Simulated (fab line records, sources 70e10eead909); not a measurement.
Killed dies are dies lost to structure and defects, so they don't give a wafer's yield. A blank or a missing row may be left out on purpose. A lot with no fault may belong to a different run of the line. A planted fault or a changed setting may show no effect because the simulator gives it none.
Chamber matching / flow nand_harc / NHARC_A_CONTACT_DEP_58 on pecvd-03: 3 sister chambers
The step deposits SiON, target thk 90 nm. 6 wafers are shown with their chamber, then 9 later ones without.

WAFERS WITH THEIR CHAMBER
wafer=L075.4; chamber=0; heater_power_w (W)=890; heater_power_outer_w (W)=544
wafer=L082.6; chamber=0; heater_power_w (W)=898; heater_power_outer_w (W)=559
wafer=L087.3; chamber=1; heater_power_w (W)=752; heater_power_outer_w (W)=512
wafer=L089.3; chamber=2; heater_power_w (W)=848; heater_power_outer_w (W)=510
wafer=L089.5; chamber=1; heater_power_w (W)=724; heater_power_outer_w (W)=469
wafer=L089.6; chamber=2; heater_power_w (W)=824; heater_power_outer_w (W)=545

WAFERS WITH NO CHAMBER GIVEN
wafer=L091.2; heater_power_w (W)=988; heater_power_outer_w (W)=597
wafer=L091.3; heater_power_w (W)=841; heater_power_outer_w (W)=528
wafer=L091.4; heater_power_w (W)=820; heater_power_outer_w (W)=530
wafer=L093.2; heater_power_w (W)=795; heater_power_outer_w (W)=504
wafer=L093.3; heater_power_w (W)=832; heater_power_outer_w (W)=561
wafer=L093.4; heater_power_w (W)=938; heater_power_outer_w (W)=608
wafer=L095.1; heater_power_w (W)=985; heater_power_outer_w (W)=626
wafer=L095.2; heater_power_w (W)=752; heater_power_outer_w (W)=455
wafer=L095.4; heater_power_w (W)=801; heater_power_outer_w (W)=505

THE CHAMBER EACH PASSED THROUGH
wafer=L091.2; from the rows above=0; in truth=0
wafer=L091.3; from the rows above=2; in truth=2
wafer=L091.4; from the rows above=2; in truth=2
wafer=L093.2; from the rows above=can't be placed: 2 or 1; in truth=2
wafer=L093.3; from the rows above=2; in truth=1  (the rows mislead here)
wafer=L093.4; from the rows above=0; in truth=0
wafer=L095.1; from the rows above=0; in truth=0
wafer=L095.2; from the rows above=1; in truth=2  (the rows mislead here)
wafer=L095.4; from the rows above=can't be placed: 2 or 1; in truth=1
Placed correctly: 5 of 9. These rows do not allow placing 2 (true chamber among the candidates in 2). Wrongly placed: 2.
How it was worked out, from the rows above alone: a wafer's distance from a chamber is the root of the sum, over the readings, of the square of ((its reading less the chamber's mean) divided by the reading's scatter). If the next closest chamber is less than 2 further off than the closest, the wafer can't be placed; otherwise it belongs to the closest. A chamber's mean is the mean of its shown wafers. The scatter is the square root of a quotient: the sum, over the shown wafers, of each reading's squared deviation from its chamber's mean, divided by wafers minus chambers.
